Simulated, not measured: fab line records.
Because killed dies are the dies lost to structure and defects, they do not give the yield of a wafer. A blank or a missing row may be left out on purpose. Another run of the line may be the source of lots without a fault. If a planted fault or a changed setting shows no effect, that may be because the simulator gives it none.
Which of the tools did it?	flow n5Finfet	14 lots with 38 wafers sampled at 4 steps, on a route of 1938 steps

== WHAT THE GAUGES SHOWED, per wafer ==
The record holds no reading of a measuring or inspecting step that can be judged against a usual standard deviation.

== WHICH TOOL RAN EACH LOT (tool, then ch and the chambers of the sampled wafers, then the start) ==
lot	N5_BEOL_M2_ANNEAL_95	N5_BEOL_M2_ANNEAL_51	N5_BEOL_M3_HM_DEP_02	N5_BEOL_M3_EXPOSE_08
L914	pvdSputter-01, day 10 03:20	rtpAnneal-01 ch 0, day 10 03:43	pvdSputter-02, day 10 05:35	euvScanner-01, day 10 05:59
L916	pvdSputter-02, day 10 07:28	rtpAnneal-02 ch 0, day 10 07:48	pvdSputter-03, day 10 10:29	euvScanner-02, day 10 10:52
L920	pvdSputter-02, day 11 03:13	rtpAnneal-02 ch 0, day 11 03:38	pvdSputter-02, day 11 05:37	euvScanner-01 ch 0, day 11 05:53
L921	pvdSputter-03, day 11 16:01	rtpAnneal-01 ch 0, day 11 16:26	pvdSputter-01, day 11 18:04	euvScanner-02 ch 0, day 11 18:28
L922	pvdSputter-01, day 12 04:19	rtpAnneal-02 ch 0, day 12 04:39	pvdSputter-02, day 12 06:03	euvScanner-01 ch 0, day 12 06:31
L924	pvdSputter-01, day 12 11:11	rtpAnneal-02 ch 0, day 12 11:32	pvdSputter-02, day 12 13:19	euvScanner-02 ch 0, day 12 13:42
L925	pvdSputter-01, day 12 21:41	rtpAnneal-02 ch 0, day 12 22:04	pvdSputter-03, day 13 03:40	euvScanner-02 ch 0, day 13 03:56
L926	pvdSputter-03, day 13 09:46	rtpAnneal-01 ch 0, day 13 10:24	pvdSputter-01, day 13 13:03	euvScanner-02 ch 0, day 13 13:20
L927	pvdSputter-03, day 13 12:46	rtpAnneal-02 ch 0, day 13 13:11	pvdSputter-03, day 13 14:14	euvScanner-02 ch 0, day 13 14:31
L928	pvdSputter-02, day 13 12:51	rtpAnneal-01 ch 0, day 13 13:17	pvdSputter-02, day 13 16:03	euvScanner-01 ch 0, day 13 16:27
L929	pvdSputter-01, day 14 00:04	rtpAnneal-02 ch 0, day 14 00:24	pvdSputter-03, day 14 03:55	euvScanner-02 ch 0, day 14 04:18
L930	pvdSputter-02, day 14 06:23	rtpAnneal-01 ch 0, day 14 06:43	pvdSputter-02, day 14 09:45	euvScanner-02 ch 0, day 14 10:01
L931	pvdSputter-02, day 14 17:44	rtpAnneal-01 ch 0, day 14 18:04	pvdSputter-02, day 14 20:17	euvScanner-01 ch 0, day 14 20:41
L932	pvdSputter-01, day 14 18:22	rtpAnneal-02 ch 0, day 14 18:44	pvdSputter-02, day 14 20:55	euvScanner-01 ch 0, day 14 21:11
- N5_BEOL_M2_ANNEAL_95: time 240 s.
- N5_BEOL_M2_ANNEAL_51: time 90 s.
- N5_BEOL_M3_HM_DEP_02: deposits TiN, target thk 20 nm.
- N5_BEOL_M3_EXPOSE_08: exposes mask M3.

== AS READ BY THE TOOLS THEMSELVES (means over the sampled wafers that have a number; for cases with no such wafer, the mark the record gives instead) ==
N5_BEOL_M2_ANNEAL_95.
lot	tool	heaterPowerW (W)
L914	pvdSputter-01	805
L916	pvdSputter-02	829
L920	pvdSputter-02	694
L921	pvdSputter-03	776
L922	pvdSputter-01	856
L924	pvdSputter-01	745
L925	pvdSputter-01	997
L926	pvdSputter-03	817
L927	pvdSputter-03	909
L928	pvdSputter-02	674
L929	pvdSputter-01	826
L930	pvdSputter-02	703
L931	pvdSputter-02	806
L932	pvdSputter-01	721

N5_BEOL_M2_ANNEAL_51.
lot	tool	annealTempC (C)	annealTempCMax	wafer_temp_C_max
L914	rtpAnneal-01	224.93	226.2	225.85
L916	rtpAnneal-02	224.88	225.6	225.55
L920	rtpAnneal-02	224.79	225.6	225.80
L921	rtpAnneal-01	225.05	226.2	226.09
L922	rtpAnneal-02	224.71	225.4	226.13
L924	rtpAnneal-02	225.15	225.9	226.10
L925	rtpAnneal-02	224.97	225.7	225.89
L926	rtpAnneal-01	224.88	226.1	225.88
L927	rtpAnneal-02	224.89	225.6	225.94
L928	rtpAnneal-01	224.78	226.0	226.07
L929	rtpAnneal-02	225.07	225.9	225.67
L930	rtpAnneal-01	225.10	226.5	225.75
L931	rtpAnneal-01	225.04	226.4	225.97
L932	rtpAnneal-02	225.01	225.7	225.66

N5_BEOL_M3_HM_DEP_02.
lot	tool	substrateTempC (C)	throttleValvePct (%)
L914	pvdSputter-02	25.01	30.0
L916	pvdSputter-03	25.05	29.1
L920	pvdSputter-02	24.87	29.9
L921	pvdSputter-01	24.94	31.2
L922	pvdSputter-02	24.98	29.9
L924	pvdSputter-02	25.04	29.9
L925	pvdSputter-03	24.95	30.9
L926	pvdSputter-01	24.96	30.9
L927	pvdSputter-03	24.94	29.1
L928	pvdSputter-02	25.05	29.9
L929	pvdSputter-03	25.14	30.1
L930	pvdSputter-02	24.98	29.4
L931	pvdSputter-02	25.03	30.0
L932	pvdSputter-02	24.87	30.5

N5_BEOL_M3_EXPOSE_08.
lot	tool	exposureDoseMJCm2
L914	euvScanner-01	-
L916	euvScanner-02	-
L920	euvScanner-01	32.98
L921	euvScanner-02	32.97
L922	euvScanner-01	33.02
L924	euvScanner-02	33.05
L925	euvScanner-02	33.02
L926	euvScanner-02	32.98
L927	euvScanner-02	33.01
L928	euvScanner-01	33.00
L929	euvScanner-02	33.02
L930	euvScanner-02	32.98
L931	euvScanner-01	32.94
L932	euvScanner-01	32.98

== THE ANSWER, worked out from the rows above alone ==
Rule: the lots themselves supply what counts as usual. Put in order of their means at a reading, lots are off if they are a third of the lots or fewer, leave a main group of 4 or more, and stand apart from it by a gap of 3 or more times the standard deviation of the main group's means; of several such gaps the widest counts. Not used: any main group whose means are identical at the precision the tables above print for the reading. Also off: a lot with no number at a reading for which 4 or more lots have one. The other lots that the step has rows for count as sound. The gauges are gone through in route order, then the tools' own readings, and for those a lot's mean is taken as printed above. The first step at which some lot is off is used, and at that step the reading that is off furthest; a lot without a number counts as furthest.
Off, at N5_BEOL_M3_EXPOSE_08 on exposureDoseMJCm2: L914, L916. Without a number there: L914, L916. Mean 33.00 and standard deviation 0.028 in the main group.
A tool fits if, at that step or a process step before it, it ran every lot that is off, and no sound lot after the first of them. None of those tried fits.

== WHAT THE SIMULATOR HAD INSERTED ==
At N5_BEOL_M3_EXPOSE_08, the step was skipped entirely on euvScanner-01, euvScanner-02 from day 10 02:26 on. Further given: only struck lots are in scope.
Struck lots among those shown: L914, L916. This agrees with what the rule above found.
